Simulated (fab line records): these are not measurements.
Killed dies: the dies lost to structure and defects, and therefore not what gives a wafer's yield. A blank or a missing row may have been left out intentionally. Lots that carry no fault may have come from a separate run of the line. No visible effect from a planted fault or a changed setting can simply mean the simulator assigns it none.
What tool caused it? + flow n5_finfet + 6 lots with 16 wafers sampled at 5 steps, on a route of 1938 steps

== WHAT THE GAUGES READ, wafer by wafer ==
N5_BEOL_M4_RC_MEAS_101.
| lot  | measured     | on        | DIBL_N (mV/V)  |
|------|--------------|-----------|----------------|
| L206 | day 8 23:01  | prober-02 | 35.5 38.1 38.1 |
| L213 | day 9 22:29  | prober-01 | 34.2 36.1      |
| L218 | day 11 11:38 | prober-01 | 35.9 36.5 36.0 |
| L224 | day 12 16:13 | prober-02 | 39.7 36.6 36.5 |
| L227 | day 14 01:46 | prober-01 | 37.9 38.5 37.8 |
| L228 | day 14 09:19 | prober-02 | 40.8 36.5      |

== WHAT TOOL EACH LOT RAN ON (gives the tool, then ch and the chambers of the sampled wafers, and finally the start) ==
| lot  | N5_BEOL_M3_SPUTTER_92        | N5_BEOL_M3_SPUTTER_96        | N5_BEOL_M3_PRE_CLEAN_60          | N5_BEOL_M4_ILD_DEP_00         |
|------|------------------------------|------------------------------|----------------------------------|-------------------------------|
| L206 | pvd_sputter-01, day 8 09:37  | pvd_sputter-01, day 8 10:03  | cvd_co-01 ch 0,1, day 8 10:52    | pecvd-03 ch 1,2, day 8 11:10  |
| L213 | pvd_sputter-01, day 9 07:56  | pvd_sputter-01, day 9 08:22  | cvd_co-02 ch 1,2, day 9 09:11    | pecvd-02 ch 0,1, day 9 09:28  |
| L218 | pvd_sputter-01, day 11 00:01 | pvd_sputter-01, day 11 00:27 | cvd_co-02 ch 0,1,2, day 11 01:17 | pecvd-04 ch 1,2, day 11 01:35 |
| L224 | pvd_sputter-03, day 12 02:04 | pvd_sputter-03, day 12 02:31 | cvd_co-02 ch 0,1, day 12 03:21   | pecvd-02 ch 1,2, day 12 03:38 |
| L227 | pvd_sputter-03, day 13 09:24 | pvd_sputter-03, day 13 09:50 | cvd_co-01 ch 0,1,2, day 13 10:41 | pecvd-03 ch 0,2, day 13 10:58 |
| L228 | pvd_sputter-02, day 13 19:29 | pvd_sputter-02, day 13 19:55 | cvd_co-02 ch 0,2, day 13 20:46   | pecvd-03 ch 0,2, day 13 21:02 |
- N5_BEOL_M3_SPUTTER_92: material Cu, target thk 4.5 nm, time 8.29 s.
- N5_BEOL_M3_SPUTTER_96: material Cu, target thk 4.5 nm, time 8.29 s.
- N5_BEOL_M3_PRE_CLEAN_60: time 15 s.
- N5_BEOL_M4_ILD_DEP_00: deposits SiOC from DEMS/O2, target thk 79 nm, time 15.3 s.

== THE ANSWER, worked out from the rows above alone ==
Rule: the usual values come from the lots themselves. Put in order of their means at a reading, lots are off if they are a third of the lots or fewer, leave a main group of 4 or more, and stand apart from it by a gap of 3 or more times the standard deviation of the main group's means; of several such gaps the widest counts. If all means in a main group match to the digits the tables above print for the reading, that group is not used. Also off: a lot with no number at a reading for which 4 or more lots have one. Any other lot the step has rows for is counted as sound.
No lot is off at any reading shown: from this, nothing can be told.

== WHAT THE SIMULATOR HAD PUT IN ==
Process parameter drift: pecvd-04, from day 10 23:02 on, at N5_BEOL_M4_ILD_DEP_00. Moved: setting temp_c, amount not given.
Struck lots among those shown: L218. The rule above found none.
